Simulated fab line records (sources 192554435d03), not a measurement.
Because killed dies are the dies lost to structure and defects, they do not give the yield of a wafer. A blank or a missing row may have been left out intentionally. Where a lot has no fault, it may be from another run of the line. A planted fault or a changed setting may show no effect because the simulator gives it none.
fab line records | flow n5-finfet
record: lots: 4 | wafers: 12 | last-day: 16
route steps=1938 shown GATE_CUT@490 MOL_CONTACT_COAG@517 PASSIVATION@1936
lots untouched by any fault: they come from a run of this same line in which no faults occurred
start-h: the number of hours between the record's first day and the start of the first shown wafer of the lot | wait-h: hours from the lot's prior step to this one | " as in the row above | L1.1+2: one row covering several wafers at once | - no value present, or no start provided | * or withheld: withheld | < > ~ a bound
route shown NAME@n: names a module that has steps shown in the file, with the first one's number in the route | usual: mean and standard deviation over wafers with no fault | same: alike in all rows | chamber/n: place in a boat | sites: each site's reading | _std_site: standard deviation across them | _edge_site: mean of outer sites minus mean of inner sites | radius-mm: for every site, how far away it sits from the centre of the wafer | mask NAME#n: copy n | behind: the last tool/chamber to shape the wafer | hold: why the lot went on hold/how many hours it stayed there/how the hold came to an end | device: the n, p or np transistor that did not switch | end of line: tests run on the same wafers once the route is complete | a step with no rows: only its recipe | killed: dies that structure and defects cost at the first sort, which is not the same as the wafer's yield | map: per-die view of a wafer (x killed, . not killed, _ where there is no die)
set.NAME: the run value of the setting; set.NAME@STEP: its run value at that earlier step | model.NAME: the simulator's own value behind a step, which no gauge read
lots at some steps of the route; a table a step, a row a wafer
services: when a tool's chamber went out of use (start-h, in hours from the record's first day, below 0 if earlier), for how many hours, and the reason
== steps ==
step: N5_GATE_CUT_DESCUM_18
recipe: chemistry: O2 | time-s: 7 | source-power-w: 50 | bias-power-w: 20 | pressure-mtorr: 20 | rf-frequency-hz: 2.712e+07 | temp-c: 40 | resist: CAR-EUV | o2-flow-sccm: 225
step: N5_GATE_CUT_ETCH_28
recipe: chemistry: N2/H2 | target: underlayer | target-depth-a: 130 | mask-material: CAR-EUV | time-s: 10.4 | ion-energy-ev: 200 | pressure-mtorr: 30 | source-w: 840 | bias-w: 150 | n2-flow-sccm: 200 | h2-flow-sccm: 200 | ends: cleared
step: N5_GATE_CUT_ETCH_36
recipe: chemistry: CF4 | target: SiARC | target-depth-a: 130 | mask-material: CAR-EUV | time-s: 21.7 | ion-energy-ev: 80 | pressure-mtorr: 40 | source-w: 545 | bias-w: 36 | Ar_flow_sccm: 100 | cf4-flow-sccm: 100 | ends: cleared
step: N5_GATE_CUT_ETCH_37
recipe: chemistry: N2/H2 | target: SOC | target-depth-a: 600 | overetch-a: 120 | mask-material: SiARC | temp-c: 40 | time-s: 90 | ion-energy-ev: 200 | pressure-mtorr: 30 | source-w: 840 | bias-w: 150 | n2-flow-sccm: 200 | h2-flow-sccm: 200
step: N5_GATE_CUT_STRIP_38
recipe: chemistry: N2/H2 | temp-c: 40 | n2-flow-sccm: 200 | h2-flow-sccm: 200 | rf-frequency-hz: 6e+07
step: N5_GATE_CUT_STRIP_39
recipe: chemistry: N2/H2 | temp-c: 40 | n2-flow-sccm: 200 | h2-flow-sccm: 200 | rf-frequency-hz: 6e+07
step: N5_GATE_CUT_HM_OPEN_40
recipe: chemistry: C4F6/O2 | target: SiO2 | mask-material: SiARC | target-depth-a: 1390 | time-s: 85.1 | ion-energy-ev: 250 | pressure-mtorr: 30 | source-w: 345 | bias-w: 185 | Ar_flow_sccm: 300 | C4F6_flow_sccm: 10 | O2_flow_sccm: 10 | ends: cleared
step: N5_GATE_CUT_STRIP_41
recipe: chemistry: CF4 | resist: SiARC | power-w: 300 | bias-power-w: 75 | pressure-mtorr: 50 | cf4-flow-sccm: 150 | rf-frequency-hz: 6e+07
step: N5_GATE_CUT_STRIP_42
recipe: chemistry: O2 | power-w: 400 | temp-c: 40 | pressure-mtorr: 30 | rf-frequency-hz: 6e+07 | bias-power-w: 0 | overash-fraction: 0.3 | o2-flow-sccm: 225
step: N5_GATE_CUT_ETCH_19
recipe: chemistry: CH3F/O2 | target: SiNx | mask-material: SiO2 | target-depth-a: 537 | time-s: 76.7 | pressure-mtorr: 30 | source-w: 395 | bias-w: 73 | Ar_flow_sccm: 150 | CH3F_flow_sccm: 30 | O2_flow_sccm: 20 | ion-energy-ev: 120 | ends: cleared
usual: drypump-motor-current-A: 5.8/0.62 | etch-rf-on-time-s: 76.7/1.4 | mfc-ar-sccm: 150.0/0.51 | oes_o_777_au: 0.80/0.089 | oes-product-au: 0.69/0.087 | rf-vpp-V: 300/6.3 | showerhead-plenum-p-Torr: 1.99/0.055 | throttle-valve-pct: 16.4/0.31
lot.wafer | tool        | chamber | start-h | wait-h | drypump-motor-current-A | etch-rf-on-time-s | mfc-ar-sccm | oes_o_777_au | oes-product-au | rf-hours-counter-h | rf-vpp-V | showerhead-plenum-p-Torr | throttle-valve-pct
L473.2    | rie-diel-04 | 1       | 91.37   | 0.0    | 6.5                     | 75.5              | 150.1       | 0.79         | 0.70           | 79                 | 305      | 2.04                     | 16.4
L473.3    | "           | 0       | "       | "      | 5.7                     | 77.1              | 150.1       | 0.69         | 0.58           | 217                | 297      | 2.06                     | 16.9
L473.6    | "           | 3       | "       | "      | 6.6                     | 75.4              | 150.3       | 0.75         | 0.65           | -                  | 303      | 1.92                     | 16.6
L480.1    | rie-diel-04 | 0       | 127.04  | 0.0    | 5.7                     | 78.5              | 149.3       | 0.68         | 0.57           | 230                | 298      | 2.05                     | 16.9
L480.4    | "           | 3       | "       | "      | 6.6                     | 77.6              | 151.1       | 0.74         | 0.63           | 170                | 303      | 1.91                     | 16.6
L480.6    | "           | 2       | "       | "      | 5.7                     | 77.4              | 149.7       | 0.90         | 0.80           | -                  | 310      | 2.07                     | 16.4
L486.2    | rie-diel-04 | 2       | 162.49  | 0.0    | 5.7                     | 77.5              | 149.2       | 0.87         | 0.77           | 15                 | 312      | 2.07                     | 16.4
L486.3    | "           | 1       | "       | "      | 6.5                     | 77.2              | 150.5       | 0.77         | 0.68           | 99                 | 303      | 2.03                     | 16.4
L486.4    | "           | 0       | "       | "      | 5.7                     | 78.7              | 150.9       | 0.67         | 0.57           | 239                | 296      | 2.05                     | 16.9
L490.1    | rie-diel-04 | 0       | 187.65  | 0.0    | 5.7                     | 77.9              | 150.2       | 0.67         | 0.57           | 247                | 297      | 2.05                     | 17.0
L490.4    | "           | 3       | "       | "      | 6.6                     | 78.6              | 150.2       | 0.73         | 0.61           | 190                | 302      | 1.91                     | 16.7
L490.5    | "           | 3       | "       | "      | 6.6                     | 78.0              | 149.9       | 0.72         | 0.61           | -                  | 303      | 1.91                     | 16.7
step: N5_GATE_CUT_CUT_ETCH_53
recipe: chemistry: SF6/Cl2 | target: W | mask-material: SiO2 | target-depth-a: 792 | pressure-mtorr: 8 | icp-w: 900 | bias-w: 80 | SF6_flow_sccm: 40 | Cl2_flow_sccm: 60 | ends: cleared
step: N5_GATE_CUT_CUT_ETCH_54
recipe: chemistry: Cl2/BCl3 | target: TiN | mask-material: SiO2 | target-depth-a: 967 | pressure-mtorr: 10 | icp-w: 1000 | bias-w: 126 | Cl2_flow_sccm: 53.25 | bcl3-flow-sccm: 21.75 | Ar_flow_sccm: 25 | ends: cleared
step: N5_GATE_CUT_CUT_ETCH_55
recipe: chemistry: BCl3 | target: HfO2 | mask-material: SiO2 | target-depth-a: 32 | ion-energy-ev: 30 | pressure-mtorr: 5 | icp-w: 450 | bias-w: 18 | bcl3-flow-sccm: 80
step: N5_GATE_CUT_ETCH_47
recipe: chemistry: Cl2/BCl3 | target: SiO2 | target-depth-a: 100 | pressure-mtorr: 10 | icp-w: 1000 | bias-w: 126 | Cl2_flow_sccm: 53.25 | bcl3-flow-sccm: 21.75 | Ar_flow_sccm: 25
step: N5_GATE_CUT_VAPOR_ETCH_48
recipe: chemistry: BCl3/Cl2 | target: TiN | mode: isotropic
step: N5_GATE_CUT_VAPOR_ETCH_49
recipe: chemistry: BCl3/Cl2 | target: TiAlC | mode: isotropic
step: N5_GATE_CUT_VAPOR_ETCH_51
recipe: chemistry: BCl3/Cl2 | target: HfO2 | mode: isotropic
step: N5_GATE_CUT_STRIP_21
recipe: chemistry: N2/H2 | time-s: 30 | power-w: 1000 | temp-c: 250 | pressure-mtorr: withheld | n2-flow-sccm: 1750 | h2-flow-sccm: 3250
step: N5_GATE_CUT_STRIP_29
recipe: chemistry: post-etch-residue-remover | time-s: 60 | temp-c: 25 | remover-ph: withheld | remover-water-wt-pct: withheld | remover-fluoride-wt-pct: withheld
step: N5_GATE_CUT_SRD_52
recipe: dry: ipa-marangoni | time-s: 30 | temp-c: 23 | rinse-liquid: diw
step: N5_GATE_CUT_ALD_22
recipe: material: SiNx | target-thk-a: 160 | temp-c: 400 | ald-precursor-family: SiH2I2 | ald-co-reactant: N2/H2-plasma | pulse-time-s: 1 | ald-cycles: 320 | purge-time-s: 2 | co-reactant-purge-time-s: 2 | pressure-torr: 2
step: N5_GATE_CUT_CMP_23
recipe: stop-on: SiO2 | t-overpolish-s: 23.4 | post-cmp-clean: alkaline-brush | down-force-psi: 2.5 | platen-rpm: 51.8 | pad-velocity-m-s: 1.0307 | target-thk-nm: 16
step: N5_GATE_CUT_CMP_43
recipe: material: SiO2 | post-cmp-clean: rinse-only
step: N5_GATE_CUT_CMP_61
recipe: stop-on: SiNx | t-overpolish-s: 3 | post-cmp-clean: alkaline-brush | down-force-psi: 4 | platen-rpm: 27.09 | pad-velocity-m-s: 0.539
step: N5_MOL_CONTACT_COAG_COAT_103
recipe: resist: SOC | temp-c: 250 | time-s: 60 | spin-rpm: 1500 | resist-thk-nm: 80
step: N5_MOL_CONTACT_COAG_COAT_104
recipe: resist: SiARC | temp-c: 220 | time-s: 60 | spin-rpm: 1500 | resist-thk-nm: 12
step: N5_MOL_CONTACT_COAG_COAT_58
recipe: resist: underlayer | temp-c: 205 | time-s: 60 | spin-rpm: 1500 | resist-thk-nm: 10
step: N5_MOL_CONTACT_COAG_COAT_02
recipe: resist: CAR-EUV | spin-rpm: 1500 | resist-thk-nm: 30
step: N5_MOL_CONTACT_COAG_EBR_04
recipe: solvent: PGMEA | ebr-width-mm: 1.5
step: N5_MOL_CONTACT_COAG_SOFTBAKE_03
recipe: temp-c: 110 | time-s: 60 | resist: CAR-EUV
step: N5_MOL_CONTACT_COAG_EXPOSE_05
recipe: mask-id: CA | na: 0.33 | source-shape: annular | sigma-inner: 0.4 | sigma-outer: 0.8 | polarization: unpolarized | defocus-nm: 0 | dose-mj: 38.25
step: N5_MOL_CONTACT_COAG_PEB_06
recipe: peb-temp-c: 100 | peb-time-s: 60 | resist: CAR-EUV
step: N5_MOL_CONTACT_COAG_DEVELOP_07
recipe: develop-time-s: 30 | developer: TMAH | resist: CAR-EUV | rinse-liquid: surfactant-rinse | dry: air-spin | dev-temp-c: 23
step: N5_PASSIVATION_PROBE_49
usual: killed_at_M0_to_M3: 36/10 | killed_at_M4_up: 13/5.5 | killed-at-contacts: 12/5.6 | killed-at-front-end: 42/12 | killed-at-other: 4/3.2 | killed-dies: 108/18 | killed-open: 71/13 | killed-short: 34/7.8
same: gross-dies: 1180 | killed-at-back-side: 0
lot.wafer | tool      | chamber | start-h | wait-h | killed_at_M0_to_M3 | killed_at_M4_up | killed-at-contacts | killed-at-front-end | killed-at-other | killed-dies | killed-open | killed-short
L473.2    | prober-02 | -       | 272.00  | 0.1    | 36                 | 13              | 8                  | 45                  | 0               | 102         | 62          | 37
L473.3    | prober-02 | -       | 272.05  | 0.1    | 42                 | 19              | 10                 | 50                  | 3               | 124         | 86          | 29
L473.6    | prober-02 | -       | 272.20  | 0.3    | 36                 | 8               | 8                  | 43                  | 12              | 107         | 67          | 38
L480.1    | prober-01 | -       | 313.44  | 0.0    | 31                 | 17              | 12                 | 62                  | 1               | 123         | 77          | 39
L480.4    | prober-01 | -       | 313.59  | 0.2    | 33                 | 14              | 6                  | 44                  | 3               | 100         | 56          | 36
L480.6    | prober-01 | -       | 313.69  | 0.3    | 26                 | 17              | 18                 | 33                  | 1               | 95          | 68          | 27
L486.2    | prober-01 | -       | 355.19  | 0.1    | 30                 | 2               | 13                 | 138                 | 6               | 189         | 54          | 35
L486.3    | prober-01 | -       | 355.24  | 0.1    | 24                 | 13              | 12                 | 134                 | 3               | 186         | 59          | 30
L486.4    | prober-01 | -       | 355.29  | 0.2    | 26                 | 13              | 17                 | 122                 | 0               | 178         | 60          | 23
L490.1    | prober-02 | -       | 380.86  | 0.0    | 33                 | 24              | 10                 | 124                 | 10              | 201         | 77          | 37
L490.4    | prober-02 | -       | 381.01  | 0.2    | 34                 | 16              | 16                 | 119                 | 8               | 193         | 67          | 33
L490.5    | prober-02 | -       | 381.06  | 0.2    | 38                 | 9               | 8                  | 114                 | 7               | 176         | 57          | 30
killed by level:class
L473.2 BEOL_M0_SAQP:geometric-particle:short=12 FIN_SAQP:geometric-particle:short=11 STI_FIN_REVEAL:geometric-particle:open=9 BEOL_M0_SAQP:geometric-particle:open=9 MOL_CONTACT_COAG:geometric-particle:open=7 DUMMY_GATE:geometric-particle:open=6 BEOL_M3:geometric-particle:open=6 BEOL_M4:geometric-particle:open=5
L473.3 FIN_SAQP:geometric-particle:open=16 BEOL_M0_SAQP:geometric-particle:open=16 BEOL_M3:geometric-particle:open=11 BEOL_M0_SAQP:geometric-particle:short=9 STI_FIN_REVEAL:geometric-particle:open=7 BEOL_M4:geometric-particle:open=7 MOL_CONTACT_COAG:geometric-particle:open=7 HKMG_FIN:area-etch=7
L473.6 GATE_CUT:geometric-particle:short=8 BEOL_M0_SAQP:geometric-particle:short=8 BEOL_M0_SAQP:geometric-particle:open=8 BEOL_M2:geometric-particle:open=8 FIN_SAQP:geometric-particle:short=7 BEOL_M3:geometric-particle:open=7 MOL_CONTACT_COAG:geometric-particle:open=6 STI_FIN_REVEAL:geometric-particle:open=5
L480.1 STI_FIN_REVEAL:geometric-particle:open=16 MOL_CONTACT_COAG:geometric-particle:open=10 BEOL_M0_SAQP:geometric-particle:open=10 DUMMY_GATE:geometric-particle:open=9 BEOL_M0_SAQP:geometric-particle:short=8 BEOL_M4:geometric-particle:open=7 FIN_SAQP:geometric-particle:short=6 HKMG_FIN:area-etch=6
L480.4 STI_FIN_REVEAL:geometric-particle:open=11 BEOL_M2:geometric-particle:open=8 BEOL_M4:geometric-particle:open=6 BEOL_M0_SAQP:geometric-particle:short=6 STARTING-WAFER:geometric-particle:short=5 FIN_SAQP:geometric-particle:open=4 MOL_CONTACT_COAG:geometric-particle:open=4 BEOL_M0_SAQP:geometric-particle:open=4
L480.6 STI_FIN_REVEAL:geometric-particle:open=13 MOL_CONTACT_COAG:geometric-particle:open=13 BEOL_M0_SAQP:geometric-particle:open=8 BEOL_M4:geometric-particle:open=8 BEOL_M2:geometric-particle:open=7 FIN_SAQP:geometric-particle:short=5 MOL_CONTACT_COAG:geometric-particle:short=5 BEOL_M3:geometric-particle:open=5
L486.2 GATE_CUT:unspecified=99 FIN_SAQP:geometric-particle:open=11 MOL_CONTACT_COAG:geometric-particle:open=11 GATE_CUT:geometric-particle:short=8 BEOL_M0_SAQP:geometric-particle:short=7 STI_FIN_REVEAL:geometric-particle:open=6 BEOL_M1:geometric-particle:open=6 BEOL_M2:geometric-particle:open=6
L486.3 GATE_CUT:unspecified=97 MOL_CONTACT_COAG:geometric-particle:open=10 FIN_SAQP:geometric-particle:open=9 FIN_SAQP:geometric-particle:short=8 BEOL_M3:geometric-particle:open=7 BEOL_M1:geometric-particle:open=5 GATE_CUT:geometric-particle:short=5 BEOL_M4:geometric-particle:open=5
L486.4 GATE_CUT:unspecified=94 MOL_CONTACT_COAG:geometric-particle:open=14 BEOL_M2:geometric-particle:open=10 FIN_SAQP:geometric-particle:open=7 BEOL_M4:geometric-particle:open=6 GATE_CUT:geometric-particle:short=5 FIN_SAQP:geometric-particle:short=4 BEOL_M1:geometric-particle:open=4
L490.1 GATE_CUT:unspecified=86 STI_FIN_REVEAL:geometric-particle:open=21 MOL_CONTACT_COAG:geometric-particle:open=9 BEOL_M0_SAQP:geometric-particle:short=8 BEOL_M4:geometric-particle:open=8 BEOL_M0_SAQP:geometric-particle:open=6 BEOL_M5:geometric-particle:open=6 STI_FIN_REVEAL:geometric-particle:short=5
L490.4 GATE_CUT:unspecified=93 MOL_CONTACT_COAG:geometric-particle:open=15 STI_FIN_REVEAL:geometric-particle:open=11 BEOL_M0_SAQP:geometric-particle:short=10 BEOL_M4:geometric-particle:open=8 STI_FIN_REVEAL:geometric-particle:short=7 BEOL_M3:geometric-particle:open=6 BEOL_M1:geometric-particle:open=4
L490.5 GATE_CUT:unspecified=86 BEOL_M0_SAQP:geometric-particle:short=14 BEOL_M0_SAQP:geometric-particle:open=8 STI_FIN_REVEAL:geometric-particle:open=7 MOL_CONTACT_COAG:geometric-particle:open=7 BEOL_M4:geometric-particle:open=7 BEOL_M3:geometric-particle:open=6 FIN_SAQP:geometric-particle:open=4
map L486.2 (x killed, . not)
_________________............________________
______________..x..............._____________
___________..xx....................__________
__________.....x..................x._________
________............................x._______
_______.....x.........x...x............______
______................x...x...........x._____
_____................x.x.........x.......____
____.xx...x.....x.xx..xx.xxxxxxx...x....x.___
___.....x.........x...x.x.xxxx..x..........__
___...........x......xxxxxxxxxx.xx.........__
__................x..xxxxxxxxxx.xx...x......_
__..............x.x..xxxxxxxxxxxxxx..x......_
_..........x.........x.xxxxxxxxxxx........x..
_.x....x......x...x...xxxxxxxxxxx.x.xx......x
_....x...............x.xxxxxxxx..x........x..
_...................xx...xxxx.xx.............
_.....x.................x.xx...x....x........
_x....x.x.....x.........x.x.................x
_..x....................xxx..................
_.....x..............x.........x..........x..
__..x....x..................x............x.._
__..........................x............x.._
___.................x....x...x.x.....x.....__
___.............xx......................x..__
____......................x......x........___
_____x..................x....x.....x.....____
______..........................x......._____
_______..............................x.______
________.......x............x........._______
__________..x.x.............x......._________
___________........................__________
______________x............x...._____________
_________________...........x________________
map L490.1 (x killed, . not)
_________________.x.....x...x________________
______________..........x.....x._____________
___________....x...................__________
__________...............xx......x.._________
________..x.x......x..............x..._______
_______............xx.........x..xx..x.______
______.............x..........xxxxxxxxxx_____
_____....x....x...x...........xxxxxxxxxxx____
____....x............x.........xxxxxxxxxxx___
___...........x............x.x..xxxxxxxxxx.__
___................x..........xxxxxxxxxxxxx__
__.......................x......xxxxxxxxxxx._
__......x.x...xx..x.........x.xxx.xxxxx..xx._
_....x.x...x........................xxxx.xx..
_x.....x.x....x......x........xx.....xx..x.x.
_....x..................x.............x...x..
_.x.x......x........x........................
_....x....x..x..x.........x...x...x..........
_.......xx.....x...................x......x..
_............................................
_x.xx......x.........x.............x......xx.
__.........x.........x...........x.......x.x_
__x...x......x..............x..........x...._
___.x....................x.................__
___..x.x...............x......x...x........__
____...............x.x........xx.........x___
_____................x................x..____
______.........x.......x............x..._____
_______.x.........x.....x....x.x.x.....______
________..............x...........x..._______
__________................xx........_________
___________.............x..........__________
______________..x...x..........._____________
_________________..........x.________________
== services ==
tool        | chamber | start-h | hours | kind
rie-diel-04 | 2       | 97.76   | -     | clean
rie-diel-04 | 2       | 97.76   | -     | consumable-replace:focus-ring
rie-diel-04 | 2       | 97.76   | 20.2  | scheduled-down
rie-diel-04 | 2       | 97.76   | 20.2  | vent-cycle
rie-diel-04 | 1       | 129.49  | 9.0   | repair
rie-diel-04 | 0       | 130.52  | 10.4  | repair
rie-diel-04 | 1       | 139.52  | 4.0   | repair
== key ==
first-sign: step: N5_PASSIVATION_PROBE_49 | reading: killed-at-front-end | direction: up | sigmas: 6.8 | usual: 42 | struck: 125
effect: step: N5_PASSIVATION_PROBE_49 | reading: killed-dies | direction: up | sigmas: 4.4 | usual: 108 | struck: 187
more-kills-born-at: N5_GATE_CUT_ETCH_19@rie-diel-04: 555
met-at N5_GATE_CUT_ETCH_19
struck-wafers L486.2,L486.3,L486.4,L490.1,L490.4,L490.5
tester-left-out L486,L490
onset-between 127.04 162.49
also-fits time
fault: kind: chamber-particle-source | tool: rie-diel-04 | chamber: - | onset-h: 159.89 | steps: N5_GATE_CUT_ETCH_19 | rate-per-visit-cm2: 0.38966 | end-h: 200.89
tester-left-out: of these lots the tester's yield and bins aren't shown, on N5 and GAA mostly nor the transistor test; their killed dies are dies lost to structure and defects alone, not to doping, threshold or leakage, so they don't give the yield
